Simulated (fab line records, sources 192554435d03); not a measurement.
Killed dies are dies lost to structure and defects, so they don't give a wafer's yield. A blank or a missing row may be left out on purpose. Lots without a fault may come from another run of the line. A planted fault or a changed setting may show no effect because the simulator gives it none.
fab line records | flow n5_finfet
record lots=6 wafers=18 last_day=17
route steps=1938 shown BEOL_M8@1358 PASSIVATION@1936
lots that met no fault: from a run of the same line without faults
start_h: hours from the record's first day to the start of the lot's first wafer shown | wait_h: hours since the lot's step before | " the same as in the row above | L1.1+2: a row that stands for several wafers | - no value, or no start given | * or withheld: withheld | < > ~ a bound
route shown NAME@n: a module of which the file shows steps, and the number in the route of the first | usual: mean/standard deviation of fault-free wafers | same: alike in all rows | chamber/n: place in a boat | sites: the reading at each site | _std_site: their standard deviation | _edge_site: outer sites' mean less inner sites' | radius_mm: how far each site lies from the wafer's centre | mask NAME#n: copy n | behind: the tool/chamber that last shaped the wafer | hold: why the lot was held/for how many hours/how that ended | device: the transistor (n, p or np) that didn't switch | end of line: the same wafers' tests at the end of the route | a step without rows: its recipe alone | killed: dies lost to structure and defects at the first sort, not the wafer's yield | map: a wafer's dies, x killed, . not, _ none there
set.NAME: the setting as run; set.NAME@STEP: as run at that earlier step | model.NAME: the simulator's own value behind a step, which no gauge read
lots at some steps of the route; a table a step, a row a wafer
services: from which hour (start_h, from the record's first day; less than 0 if before it) a tool's chamber was out of use, for how many hours, and why
## steps
# step N5_BEOL_M8_COAT_71
# recipe resist=underlayer temp_c=205 time_s=60 spin_rpm=1500 resist_thk_nm=5
# step N5_BEOL_M8_COAT_22
# recipe resist=CAR-EUV spin_rpm=1500 resist_thk_nm=30
# step N5_BEOL_M8_EBR_24
# recipe solvent=PGMEA ebr_width_mm=1.5
# step N5_BEOL_M8_SOFTBAKE_23
# recipe temp_c=110 time_s=60 resist=CAR-EUV
# step N5_BEOL_M8_EXPOSE_25
# recipe mask_id=V7 na=0.33 source_shape=annular sigma_inner=0.4 sigma_outer=0.8 polarization=unpolarized target_cd_nm=40 dose_mj=42.5
# step N5_BEOL_M8_PEB_26
# recipe peb_temp_c=100 peb_time_s=60 resist=CAR-EUV
# step N5_BEOL_M8_DEVELOP_27
# recipe develop_time_s=30 developer=TMAH resist=CAR-EUV rinse_liquid=surfactant_rinse dry=air_spin dev_temp_c=23
# step N5_BEOL_M8_CD_MEAS_28
# recipe target_cd_nm=40 landing_energy_ev=500 detector=se_inlens
# usual cd_nm=40.00/0.21
# columns lot.wafer tool chamber start_h wait_h cd_nm
L669.1 cd_sem-02 0 229.67 - 39.93
L669.2 " 0 " " 39.97
L669.5 " 0 " " 40.20
L670.2 cd_sem-01 0 233.80 - 39.93
L670.5 " 0 " " 40.01
L670.6 " 0 " " 39.95
L676.3 cd_sem-03 0 299.30 - 39.74
L676.4 " 0 " " 39.97
L676.5 " 0 " " 40.06
L680.3 cd_sem-02 0 307.61 - 40.11
L680.5 " 0 " " 40.29
L680.6 " 0 " " 40.17
L679.1 cd_sem-01 0 307.78 - 40.03
L679.2 " 0 " " 40.04
L679.4 " 0 " " 40.09
L683.2 cd_sem-02 0 325.34 - 40.33
L683.4 " 0 " " 40.29
L683.5 " 0 " " 40.25
# step N5_BEOL_M8_OVL_MEAS_29
# recipe points_per_wafer=522
# usual V7_OVL=0.1/0.72
# columns lot.wafer tool chamber start_h wait_h V7_OVL[nm]
L669.1 overlay-02 0 229.70 0.0 -0.6
L669.2 " 0 " " 1.1
L669.5 " 0 " " 0.6
L670.2 overlay-01 0 233.85 0.0 -0.5
L670.5 " 0 " " -0.6
L670.6 " 0 " " -0.5
L676.3 overlay-02 0 299.34 0.0 -0.1
L676.4 " 0 " " -0.1
L676.5 " 0 " " 0.9
L680.3 overlay-01 0 307.65 0.0 1.2
L680.5 " 0 " " 1.9
L680.6 " 0 " " 1.7
L679.1 overlay-01 0 307.81 0.0 -0.1
L679.2 " 0 " " 0.2
L679.4 " 0 " " 0.3
L683.2 overlay-01 0 325.37 0.0 0.0
L683.4 " 0 " " 0.5
L683.5 " 0 " " 0.2
# step N5_BEOL_M8_INSPECT_30
# recipe mode=adi inspect_instrument=brightfield
# usual raw_defect_count=407/93
# columns lot.wafer tool chamber start_h wait_h raw_defect_count
L669.1 defect_inspect-01 - 229.76 0.1 462
L669.2 " - " " 603
L669.5 " - " " 326
L670.2 defect_inspect-01 - 233.90 0.0 347
L670.5 " - " " 262
L670.6 " - " " 460
L676.3 defect_inspect-02 - 299.39 0.0 336
L676.4 " - " " 362
L676.5 " - " " 429
L680.3 defect_inspect-01 - 307.70 0.0 237
L680.5 " - " " 435
L680.6 " - " " 397
L679.1 defect_inspect-02 - 307.87 0.1 422
L679.2 " - " " 370
L679.4 " - " " 299
L683.2 defect_inspect-02 - 325.42 0.0 466
L683.4 " - " " 430
L683.5 " - " " 473
# step N5_BEOL_M8_DESCUM_33
# recipe chemistry=O2 time_s=7 source_power_w=50 bias_power_w=20 pressure_mtorr=20 rf_frequency_hz=2.712e+07 temp_c=40 resist=CAR-EUV o2_flow_sccm=225
# usual drypump_motor_current_A=5.7/0.33 oes_product_au=0.81/0.087 rf_vpp_V=242.8/1.2 showerhead_plenum_p_Torr=2.07/0.061 throttle_valve_pct=20.32/0.18
# columns lot.wafer tool chamber start_h wait_h drypump_motor_current_A oes_product_au rf_hours_counter_h rf_vpp_V showerhead_plenum_p_Torr throttle_valve_pct
L669.1 rie_diel-06 0 229.80 0.0 5.3 0.81 70 244.9 2.22 20.39
L669.2 " 2 " " 5.7 0.88 34 243.0 2.03 20.21
L669.5 " 1 " " 5.6 0.72 - 242.0 2.08 20.31
L670.2 rie_diel-06 2 233.95 0.0 5.7 0.89 35 242.5 2.03 20.19
L670.5 " 2 " " 5.7 0.89 - 241.5 2.03 20.17
L670.6 " 3 " " 6.2 0.68 - 241.8 1.98 20.56
L676.3 rie_diel-02 0 299.48 0.1 5.9 0.69 210 244.4 2.17 20.29
L676.4 " 3 " " 5.2 0.70 231 243.9 2.15 20.34
L676.5 " 3 " " 5.2 0.69 - 242.8 2.15 20.34
L680.3 rie_diel-02 1 308.02 0.3 5.8 0.83 64 243.2 2.04 20.27
L680.5 " 2 " " 5.7 0.82 - 242.4 2.03 20.21
L680.6 " 1 " " 5.8 0.83 - 241.6 2.04 20.24
L679.1 rie_diel-06 3 308.14 0.3 6.2 0.96 12 245.1 2.23 20.18
L679.2 " 0 " " 5.3 0.78 97 243.6 2.21 20.43
L679.4 " 2 " " 5.7 0.84 62 242.0 2.02 20.24
L683.2 rie_diel-01 1 325.46 0.0 5.5 0.91 20 242.2 2.06 20.67
L683.4 " 2 " " 5.8 0.80 105 241.4 2.04 20.13
L683.5 " 0 " " 5.2 0.87 - 241.7 2.03 20.31
# step N5_BEOL_M8_ETCH_72
# recipe chemistry=N2/H2 target=underlayer target_depth_a=65 mask_material=CAR-EUV time_s=5.2 ion_energy_ev=200 pressure_mtorr=30 source_w=840 bias_w=150 n2_flow_sccm=200 h2_flow_sccm=200 ends=cleared
# usual drypump_motor_current_A=5.7/0.33 etch_rf_on_time_s=5.14/0.061 n2_flow_sccm=200.0/0.58 oes_product_au=0.69/0.073 rf_fwd_power_W=819.7/2.8 rf_vpp_V=523.2/2.4 showerhead_plenum_p_Torr=2.51/0.073 throttle_valve_pct=17.74/0.16
# columns lot.wafer tool chamber start_h wait_h drypump_motor_current_A etch_rf_on_time_s n2_flow_sccm oes_product_au rf_fwd_power_W rf_hours_counter_h rf_vpp_V showerhead_plenum_p_Torr throttle_valve_pct
L669.1 rie_diel-06 0 229.83 0.0 5.3 5.07 201.6 0.70 821.0 70 527.6 2.69 17.78
L669.2 " 2 " " 5.7 5.07 199.3 0.76 815.0 34 524.2 2.48 17.65
L669.5 " 1 " " 5.6 5.19 200.3 0.63 826.3 - 523.8 2.52 17.69
L670.2 rie_diel-06 2 233.98 0.0 5.7 5.09 200.2 0.77 817.2 35 521.8 2.48 17.63
L670.5 " 2 " " 5.7 5.13 200.3 0.75 816.6 - 523.5 2.48 17.63
L670.6 " 3 " " 6.2 5.19 200.8 0.59 820.1 - 520.5 2.40 18.14
L676.3 rie_diel-02 0 299.52 0.0 5.9 5.10 200.7 0.59 817.6 210 526.3 2.62 17.71
L676.4 " 3 " " 5.2 5.15 199.6 0.59 820.2 231 526.5 2.62 17.81
L676.5 " 3 " " 5.2 5.13 199.3 0.60 820.8 - 528.5 2.62 17.82
L680.3 rie_diel-02 1 308.05 0.0 5.9 5.23 199.6 0.70 819.0 64 521.9 2.48 17.70
L680.5 " 2 " " 5.7 5.12 200.2 0.70 816.9 - 523.0 2.47 17.72
L680.6 " 1 " " 5.8 5.22 200.0 0.71 822.0 - 521.0 2.48 17.70
L679.1 rie_diel-06 3 308.17 0.0 6.2 5.07 200.3 0.83 820.9 12 529.0 2.72 17.73
L679.2 " 0 " " 5.3 5.08 200.8 0.67 816.8 97 526.4 2.68 17.83
L679.4 " 2 " " 5.7 5.05 199.8 0.72 816.5 62 522.7 2.47 17.64
L683.2 rie_diel-01 1 325.49 0.0 5.5 5.13 200.2 0.77 816.7 20 523.7 2.49 17.91
L683.4 " 2 " " 5.7 5.14 199.8 0.69 818.1 105 518.9 2.46 17.53
L683.5 " 0 " " 5.2 5.09 199.9 0.76 823.0 - 520.5 2.47 17.76
# step N5_BEOL_M8_ETCH_65
# recipe chemistry=CF4 target=SiARC target_depth_a=156 mask_material=CAR-EUV time_s=26 ion_energy_ev=80 pressure_mtorr=40 source_w=545 bias_w=36 Ar_flow_sccm=100 cf4_flow_sccm=100 ends=cleared
# usual drypump_motor_current_A=5.7/0.33 etch_rf_on_time_s=25.8/0.31 oes_product_au=0.69/0.073 rf_fwd_power_W=532.2/2.1 rf_vpp_V=183.8/1.1 showerhead_plenum_p_Torr=2.12/0.057 throttle_valve_pct=15.48/0.17
# columns lot.wafer tool chamber start_h wait_h drypump_motor_current_A etch_rf_on_time_s oes_product_au rf_fwd_power_W rf_hours_counter_h rf_vpp_V showerhead_plenum_p_Torr throttle_valve_pct
L669.1 rie_diel-06 0 229.85 0.0 5.3 21.2 0.79 664.2 70 172.4 2.26 15.49
L669.2 " 2 " " 5.7 21.2 0.85 664.1 34 171.2 2.09 15.40
L669.5 " 1 " " 5.6 21.6 0.68 666.8 - 171.1 2.13 15.55
L670.2 rie_diel-06 2 234.00 0.0 5.7 21.1 0.84 665.2 35 171.5 2.09 15.40
L670.5 " 2 " " 5.7 21.2 0.84 665.5 - 169.9 2.09 15.40
L670.6 " 3 " " 6.2 21.6 0.64 661.5 - 169.2 2.03 15.78
L676.3 rie_diel-02 0 299.53 0.0 5.9 25.7 0.60 531.6 210 183.2 2.20 15.47
L676.4 " 3 " " 5.2 26.0 0.60 530.8 231 184.0 2.20 15.59
L676.5 " 3 " " 5.2 25.8 0.60 531.5 - 184.2 2.20 15.59
L680.3 rie_diel-02 1 308.07 0.0 5.8 26.1 0.70 529.8 64 182.3 2.09 15.42
L680.5 " 2 " " 5.7 25.6 0.70 529.7 - 184.0 2.08 15.37
L680.6 " 1 " " 5.8 26.2 0.70 532.0 - 184.0 2.09 15.40
L679.1 rie_diel-06 3 308.19 0.0 6.2 25.7 0.82 533.2 12 186.4 2.28 15.31
L679.2 " 0 " " 5.3 25.7 0.66 531.5 97 185.2 2.25 15.53
L679.4 " 2 " " 5.7 25.6 0.72 533.6 62 184.4 2.08 15.48
L683.2 rie_diel-01 1 325.51 0.0 5.5 25.8 0.77 531.4 20 184.0 2.10 15.67
L683.4 " 2 " " 5.7 25.7 0.68 530.4 105 182.4 2.07 15.27
L683.5 " 0 " " 5.2 25.3 0.76 536.0 - 183.4 2.09 15.48
# step N5_BEOL_M8_ETCH_66
# recipe chemistry=N2/H2 target=SOC target_depth_a=800 overetch_a=160 mask_material=SiARC temp_c=40 time_s=120 ion_energy_ev=200 pressure_mtorr=30 source_w=840 bias_w=150 n2_flow_sccm=200 h2_flow_sccm=200
# usual drypump_motor_current_A=5.7/0.33 n2_flow_sccm=199.9/0.62 oes_product_au=0.62/0.062 rf_fwd_power_W=835.1/3 rf_vpp_V=523.2/2.2 showerhead_plenum_p_Torr=2.51/0.073 throttle_valve_pct=17.70/0.16
# columns lot.wafer tool chamber start_h wait_h drypump_motor_current_A n2_flow_sccm oes_product_au rf_fwd_power_W rf_hours_counter_h rf_vpp_V showerhead_plenum_p_Torr throttle_valve_pct
L669.1 rie_diel-06 0 229.87 0.0 5.3 200.8 0.62 836.0 70 528.4 2.69 17.75
L669.2 " 2 " " 5.7 200.8 0.67 835.8 34 522.2 2.48 17.59
L669.5 " 1 " " 5.6 199.9 0.56 840.1 - 522.3 2.52 17.65
L670.2 rie_diel-06 2 234.03 0.0 5.7 199.6 0.66 836.6 35 521.5 2.48 17.59
L670.5 " 2 " " 5.7 199.6 0.67 840.3 - 522.2 2.48 17.58
L670.6 " 3 " " 6.2 200.2 0.52 834.1 - 520.2 2.41 18.10
L676.3 rie_diel-02 0 299.56 0.0 5.9 199.0 0.53 835.9 210 525.7 2.62 17.68
L676.4 " 3 " " 5.2 200.6 0.53 837.5 231 526.6 2.62 17.76
L676.5 " 3 " " 5.2 199.8 0.53 836.1 - 526.4 2.62 17.77
L680.3 rie_diel-02 1 308.10 0.0 5.8 199.8 0.63 829.1 65 522.0 2.48 17.64
L680.5 " 2 " " 5.6 198.9 0.63 836.3 - 520.7 2.47 17.66
L680.6 " 1 " " 5.8 200.0 0.64 837.1 - 521.1 2.48 17.67
L679.1 rie_diel-06 3 308.22 0.0 6.2 200.6 0.73 838.1 12 527.9 2.72 17.68
L679.2 " 0 " " 5.3 200.5 0.60 835.7 97 527.3 2.68 17.78
L679.4 " 2 " " 5.7 199.8 0.64 836.8 63 521.7 2.47 17.63
L683.2 rie_diel-01 1 325.54 0.0 5.5 199.4 0.69 836.4 20 523.3 2.49 17.87
L683.4 " 2 " " 5.8 201.2 0.61 833.0 105 521.8 2.46 17.49
L683.5 " 0 " " 5.2 200.4 0.66 838.6 - 523.1 2.47 17.73
# step N5_PASSIVATION_PROBE_49
# usual defect_limited_yield=90.9/1.3 killed_at_M0_to_M3=35/10 killed_at_M4_up=15/5.7 killed_at_contacts=14/6.4 killed_at_front_end=40/11 killed_at_other=4/3.1 killed_dies=108/16 killed_on_rim=14/3.6 killed_open=71/11 killed_short=34/7.7 sort_bin_5_function=5.4/0.9 sort_bin_6_memory=3.4/0.61 sort_n_pass=1072/16 sort_yield_pct=90.9/1.3
# same gross_dies=1180 killed_at_back_side=0 sort_bin_4_leakage[%]=0 sort_bin_8_speed[%]=0
# columns lot.wafer tool chamber start_h wait_h defect_limited_yield[%] killed_at_M0_to_M3 killed_at_M4_up killed_at_contacts killed_at_front_end killed_at_other killed_dies killed_on_rim killed_open killed_short sort_bin_5_function[%] sort_bin_6_memory[%] sort_n_pass sort_yield_pct[%]
L670.2 prober-01 - 299.84 0.1 89.8 35 18 16 46 5 120 16 78 41 6.3 3.6 1060 89.8
L670.5 prober-01 - 299.99 0.2 88.6 29 18 30 51 7 135 10 91 44 7.4 3.7 1045 88.6
L670.6 prober-01 - 300.04 0.3 90.1 29 7 27 53 1 117 10 78 39 5.2 4.6 1063 90.1
# killed by level:class
L670.2 BEOL_M1:geometric_particle:open=16 FIN_SAQP:geometric_particle:short=13 MOL_CONTACT_COAG:geometric_particle:open=12 STI_FIN_REVEAL:geometric_particle:open=9 BEOL_M3:geometric_particle:open=9 BEOL_M4:geometric_particle:open=7 FIN_SAQP:geometric_particle:open=5 BEOL_M5:geometric_particle:open=5
L670.5 MOL_CONTACT_COAG:geometric_particle:open=22 FIN_SAQP:geometric_particle:open=15 STI_FIN_REVEAL:geometric_particle:open=13 FIN_SAQP:geometric_particle:short=11 BEOL_M4:geometric_particle:open=10 BEOL_M2:geometric_particle:open=9 MOL_CONTACT_COAG:geometric_particle:short=8 BEOL_M1:geometric_particle:open=5
L670.6 MOL_CONTACT_COAG:geometric_particle:open=23 FIN_SAQP:geometric_particle:open=14 FIN_SAQP:geometric_particle:short=13 BEOL_M2:geometric_particle:open=10 DUMMY_GATE:geometric_particle:open=5 BEOL_M0_SAQP:geometric_particle:open=5 STI_FIN_REVEAL:geometric_particle:short=4 STI_FIN_REVEAL:geometric_particle:open=4
## services
# columns tool chamber start_h hours kind
rie_diel-02 0 212.15 22.1 repair
rie_diel-06 3 215.95 2.9 repair
rie_diel-01 1 240.61 - clean
rie_diel-01 1 240.61 - consumable_replace:focus_ring
rie_diel-01 1 240.61 16.8 scheduled_down
rie_diel-01 1 240.61 16.8 vent_cycle
rie_diel-06 3 242.73 - clean
rie_diel-06 3 242.73 - consumable_replace:focus_ring
rie_diel-06 3 242.73 - consumable_replace:showerhead
rie_diel-02 2 281.00 6.7 repair
rie_diel-01 2 307.95 1.8 repair
## key
first_sign step=N5_BEOL_M8_ETCH_65 reading=rf_fwd_power_W direction=up sigmas=63 usual=* struck=*
effect step=N5_BEOL_M8_ETCH_65 reading=etch_rf_on_time_s direction=down sigmas=15 usual=* struck=*
met_at N5_BEOL_M8_ETCH_65
struck_wafers L669.1,L669.2,L669.5,L670.2,L670.5,L670.6
fault kind=process_parameter_drift tool=rie_diel-06 chamber=- onset_h=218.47 steps=N5_BEOL_M8_ETCH_65 channel=source_w offset=130.8 shape=step end_h=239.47 acts_in=these_recipes_only stated=545
